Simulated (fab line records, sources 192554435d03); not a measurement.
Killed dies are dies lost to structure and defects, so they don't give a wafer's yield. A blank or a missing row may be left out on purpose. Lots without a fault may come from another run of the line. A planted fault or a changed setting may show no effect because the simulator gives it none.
A struck lot beside a sound one | flow n5_finfet | 15 steps out of a route of 1938
Sound: wafers L378.2, L378.3, L378.5. Struck: wafer L376.4. (L376.5 of the same lot was not struck and is left out.) The cause comes at the end.
At each step with rows: each side's tool, then ch and its chambers, then its first start. Under that, the readings that differ: sound wafers | struck wafers | difference of the means | sigmas: that difference in standard deviations of wafers without a fault.
alike: readings whose means differ by less than 2 such deviations, and words and numbers that are the same on both sides. not compared: withheld readings, readings that some wafer has no value for, bounds like >300 that may hide the same value, and numbers for which the record gives no deviation and whose values overlap.
The two part at a step that has a row with sigmas, a row that says differs or no value, or rows on one side only. Numbers that don't overlap but have no deviation are shown without sigmas and don't part them. A reading that every wafer of one side lacks parts them only if that side has two wafers or more.

first, 8 steps without rows for these wafers: N5_MIM_BOT_LITHO_HMDS_01 (time 60 s); N5_MIM_BOT_LITHO_COAT_02; N5_MIM_BOT_LITHO_EBR_04; N5_MIM_BOT_LITHO_SOFTBAKE_03 (time 90 s); N5_MIM_BOT_LITHO_EXPOSE_05 (exposes mask MIM BOT); N5_MIM_BOT_LITHO_PEB_06; N5_MIM_BOT_LITHO_DEVELOP_07 (develop time 60 s); N5_MIM_BOT_LITHO_HARDBAKE_09 (time 120 s).
N5_MIM_BOT_LITHO_CD_MEAS_08: target cd 3000 nm.
  sound on cd_sem-02 ch 0, day 16 04:58; struck on cd_sem-02 ch 0, day 15 06:58
  reading    | sound                | struck | difference | sigmas
  cd_nm (nm) | 2999.6 2998.6 2997.0 | 3001.9 | +3.5       | +2
N5_MIM_BOT_LITHO_OVL_MEAS_11:
  sound on overlay-02 ch 0, day 16 04:59; struck on overlay-01 ch 0, day 15 07:00
  alike: MIM_BOT_OVL
N5_MIM_BOT_LITHO_INSPECT_12: inspects for defects (macro).
  sound on defect_inspect-02, day 16 05:01; struck on defect_inspect-01, day 15 07:01
  alike: raw_defect_count
N5_MIM_BOT_LITHO_DESCUM_10: chemistry O2, time 7.9 s.
  sound on rie_diel-02 ch 0,3, day 16 05:03; struck on rie_diel-04 ch 2, day 15 07:13
  alike: drypump_motor_current_A, oes_product_au, rf_vpp_V, showerhead_plenum_p_Torr, throttle_valve_pct
  not compared: rf_hours_counter_h
N5_MIM_BOT_ETCH_ETCH_04: etches SiNx in CF4/O2, target depth 26 nm, time 13 s.
  sound on rie_diel-02 ch 0,3, day 16 05:07; struck on rie_diel-04 ch 2, day 15 07:17
  reading                  | sound             | struck | difference | sigmas
  rf_vpp_V (V)             | 237.4 239.1 239.2 | 243.1  | +4.5       | +2
  model.etch.depth_nm (nm) | 25.79 26.25 26.08 | 22.19  | -3.85      |
  alike: O2_flow_sccm, drypump_motor_current_A, oes_f_703_au, oes_product_au, showerhead_plenum_p_Torr, throttle_valve_pct
  not compared: rf_hours_counter_h
N5_MIM_BOT_ETCH_ETCH_03: etches the open film in Cl2/BCl3, target depth 12 nm.
  sound on rie_metal-01 ch 1, day 16 05:12; struck on rie_metal-02 ch 1, day 15 07:22
  alike: drypump_motor_current_A, oes_product_au, throttle_valve_pct
  not compared: rf_hours_counter_h
N5_PASSIVATION_PROBE_49:
  sound on prober-01, day 16 13:29; struck on prober-02, day 15 16:05
  reading      | sound    | struck | difference | sigmas
  killed_short | 43 34 50 | 25     | -17        | -2
  alike: defect_limited_yield, killed_at_M0_to_M3, killed_at_M4_up, killed_at_contacts, killed_at_front_end, killed_at_other, killed_dies, killed_open, sort_bin_5_function, sort_bin_6_memory, sort_bin_8_speed, sort_n_pass, sort_yield_pct

WHERE THEY PART
First at N5_MIM_BOT_LITHO_CD_MEAS_08; last, within this record, at N5_PASSIVATION_PROBE_49.

WHY: what the simulator had put in
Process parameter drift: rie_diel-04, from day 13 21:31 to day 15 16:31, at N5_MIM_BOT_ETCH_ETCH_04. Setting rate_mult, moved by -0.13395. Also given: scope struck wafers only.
